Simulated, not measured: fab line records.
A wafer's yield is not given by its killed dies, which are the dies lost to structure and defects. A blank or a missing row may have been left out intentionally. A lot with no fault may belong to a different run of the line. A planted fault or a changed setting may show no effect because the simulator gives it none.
Comparing a struck lot with a sound one || flow nand harc || 12 out of 1159 route steps
Sound: the wafers L253.1, L253.2, L253.3. Struck: wafer L259.5. (L259.2 of the same lot was not struck and is left out.) The cause comes at the end.
Each step with rows lists, per side, the tool, then ch with its chambers, then its first start. Under that, the readings that differ: sound wafers || struck wafers || difference of the means || sigmas: that difference in standard deviations of wafers without a fault.
alike: same words and numbers on both sides, and readings whose means sit less than 2 such deviations apart. not compared: any withheld reading, any reading some wafer has no value for, any bound like >300 that may hide the same value, and any number with overlapping values for which the record gives no deviation.
A row with sigmas, a row that says differs or no value, or rows on one side alone: a step with any of these is where the two part. Numbers that have no deviation but don't overlap get no sigmas and don't part them. A reading that every wafer of one side lacks parts them only if that side has two wafers or more.

NHARC_A_WL_FILL_INSPECT_15:
  sound on defect inspect-01, day 17 22:09; struck on defect inspect-02, day 19 01:53
  alike: raw defect count
NHARC_A_CONTACT_DEP_24: deposits SiO2, target thk 500 nm.
  sound on pecvd-02 ch 0,1,2, day 17 22:13; struck on pecvd-01 ch 2, day 19 02:01
  alike: heater power w, rf fwd power W, throttle valve pct
NHARC_A_CONTACT_DEP_28: deposits aC, target thk 3600 nm.
  sound on acl dep-02 ch 0, day 18 01:07; struck on acl dep-01 ch 0, day 19 04:03
  alike: throttle valve pct
NHARC_A_CONTACT_DEP_29: deposits SiON, target thk 70 nm.
  sound on pecvd-04 ch 0,1,2, day 18 03:20; struck on pecvd-02 ch 0, day 19 04:50
  alike: heater power w, rf fwd power W
then, 5 steps without rows for these wafers: NHARC_A_CONTACT_DEHYDRATE_32 (time 120 s); NHARC_A_CONTACT_HMDS_33 (time 30 s); NHARC_A_CONTACT_COAT_34 (time 75 s); NHARC_A_CONTACT_COAT_35 (time 65 s); NHARC_A_CONTACT_COAT_36 (resist thk 90 nm).
NHARC_A_CONTACT_SOFTBAKE_37: time 55 s.
  sound on litho track-01 ch 0, day 18 03:00; struck on litho track-04 ch 0, day 19 05:00
{"reading": "heater power total W (W)", "sound": "188.75 188.40 188.33", "struck": 195.62, "difference": "+7.13", "sigmas": "+55"}
then, 1 step without rows for these wafers: NHARC_A_CONTACT_EBR_38.
-- jump in the record: it breaks off in module A_CONTACT and resumes in module END (first step shown: number 1159 of the route), and 3 days separate the struck wafers' starts before and after --
NHARC_END_SORT_01:
  sound on prober-01 ch 0, day 21 08:10; struck on prober-02 ch 0, day 22 06:47
  alike: killed at array, killed at other, killed at periphery, killed dies, killed open, killed short

## WHERE THEY PART
Only at NHARC_A_CONTACT_SOFTBAKE_37, as far as this record shows. Later steps at which nothing parts them and some readings are alike: NHARC_END_SORT_01.

WHY: whatever the simulator had introduced
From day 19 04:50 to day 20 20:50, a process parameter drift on litho track-04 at NHARC_A_CONTACT_SOFTBAKE_37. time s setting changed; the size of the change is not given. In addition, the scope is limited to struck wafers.
